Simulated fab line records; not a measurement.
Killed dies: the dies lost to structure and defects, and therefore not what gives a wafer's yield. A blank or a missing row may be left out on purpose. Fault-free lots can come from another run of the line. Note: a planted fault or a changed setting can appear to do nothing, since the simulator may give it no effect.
A struck lot beside a sound one    flow n5Finfet    37 out of 1938 route steps
Sound: the wafers L725.2, L725.3, L725.4. Struck: wafer L731.1 (left out: L731.4, a lot-mate that was not struck); the cause follows at the end.
Order at every step that has rows: each side's tool, ch and its chambers, its first start. Under that, the readings that differ: sound wafers    struck wafers    difference of the means    sigmas: that difference in standard deviations of wafers without a fault.
alike: readings whose means differ by less than 2 such deviations, and words and numbers that are the same on both sides. not compared: withheld readings, readings that some wafer has no value for, bounds like >300 that may hide the same value, and numbers for which the record gives no deviation and whose values overlap.
A row with sigmas, a row that says differs or no value, or rows on one side alone: a step with any of these is where the two part. When numbers do not overlap yet have no deviation, they are printed without sigmas and do not part them. A reading that every wafer of one side lacks parts them only if that side has two wafers or more.

first, 9 steps without rows for these wafers: N5_MOL_CONTACT_COAG_COAT_78 (resist thk 40 nm); N5_MOL_CONTACT_COAG_EBR_80; N5_MOL_CONTACT_COAG_SOFTBAKE_79 (time 60 s); N5_MOL_CONTACT_COAG_EXPOSE_81 (exposes mask VG, defocus 0 nm); N5_MOL_CONTACT_COAG_PEB_82 (peb time 60 s); N5_MOL_CONTACT_COAG_DEVELOP_83 (develop time 30 s); N5_MOL_CONTACT_COAG_DESCUM_88 (chemistry O2, time 7 s); N5_MOL_CONTACT_COAG_ETCH_89 (etches underlayer in N2/H2, target depth 13 nm, time 10.4 s); N5_MOL_CONTACT_COAG_ETCH_90 (etches SiARC in CF4, target depth 13 nm, time 21.7 s).
N5_MOL_CONTACT_COAG_ALD_131: deposits SiO2, target thk 5 nm, pulse time 1 s, co reactant pulse time 1 s.
  sound on aldSin-03 ch 0,1,3, day 5 17:31; struck on aldSin-03 ch 0, day 7 06:01
reading                                            sound     struck  difference  sigmas
aldCycles                                          35 35 35  46      +11         
model.SiO2_of_MOL_CONTACT_COAG_ALD_131.thkNm (nm)  5 5 5     6.6     +1.6        
  alike: heaterPowerW, precursorPulseHeightRel
then, 25 steps without rows for these wafers: N5_MOL_CONTACT_COAG_ETCHBACK_132 (etches SiO2 in CHF3, target depth 10 nm, time 6.7 s); N5_MOL_CONTACT_COAG_ETCH_91 (etches SOC in N2/H2, target depth 60 nm, overetch 21 nm, time 101.2 s); N5_MOL_CONTACT_COAG_STRIP_92 (strips in N2/H2); N5_MOL_CONTACT_COAG_STRIP_93 (strips in N2/H2); N5_MOL_CONTACT_COAG_ETCHBACK_135 (etches SiO2 in CHF3, target depth 25 nm, time 16.7 s); N5_MOL_CONTACT_COAG_STRIP_118 (strips in CHF3); N5_MOL_CONTACT_COAG_VIA_ETCH_46 (etches SiO2 in C4F6/O2, target depth 46 nm, overetch 9.2 nm, time 40 s); N5_MOL_CONTACT_COAG_STRIP_96 (strips in N2/H2); N5_MOL_CONTACT_COAG_ETCH_47 (etches SiNx in CH3F/O2, stops on W, target depth 27 nm); N5_MOL_CONTACT_COAG_STRIP_119 (strips in N2/H2, time 30 s); N5_MOL_CONTACT_COAG_PRECLEAN_144 (cleans in alkaline clean, time 60 s); N5_MOL_CONTACT_COAG_SRD_145 (time 30 s); N5_MOL_CONTACT_COAG_COAT_62 (time 60 s, resist thk 60 nm); N5_MOL_CONTACT_COAG_COAT_63 (time 60 s, resist thk 10 nm); N5_MOL_CONTACT_COAG_COAT_64 (time 60 s, resist thk 10 nm); N5_MOL_CONTACT_COAG_COAT_34 (resist thk 40 nm); N5_MOL_CONTACT_COAG_EBR_36; N5_MOL_CONTACT_COAG_SOFTBAKE_35 (time 60 s); N5_MOL_CONTACT_COAG_EXPOSE_37 (exposes mask VD, defocus 0 nm); N5_MOL_CONTACT_COAG_PEB_38 (peb time 60 s); N5_MOL_CONTACT_COAG_DEVELOP_39 (develop time 30 s); N5_MOL_CONTACT_COAG_DESCUM_45 (chemistry O2, time 7 s); N5_MOL_CONTACT_COAG_ETCH_65 (etches underlayer in N2/H2, target depth 13 nm, time 10.4 s); N5_MOL_CONTACT_COAG_ETCH_66 (etches SiARC in CF4, target depth 13 nm, time 21.7 s); N5_MOL_CONTACT_COAG_ALD_133 (deposits SiO2, target thk 5 nm, pulse time 1 s, co reactant pulse time 1 s).
N5_BEOL_M4_RC_MEAS_101:
  the record has rows for the sound wafers here (prober-01 ch 0, day 9 08:19) and none for the struck ones
-- here the record skips 8 days between the struck wafers' starts before and after, leaving off in module BEOL_M4 and picking up in module PASSIVATION (first step shown: number 1936 of the route) --
N5_PASSIVATION_PROBE_49:
  the record has rows for the struck wafers here (prober-01, day 15 10:10) and none for the sound ones

WHERE THEY PART
At N5_BEOL_M4_RC_MEAS_101 first; at N5_PASSIVATION_PROBE_49 last (within this record only).

WHY: what had been put in by the simulator
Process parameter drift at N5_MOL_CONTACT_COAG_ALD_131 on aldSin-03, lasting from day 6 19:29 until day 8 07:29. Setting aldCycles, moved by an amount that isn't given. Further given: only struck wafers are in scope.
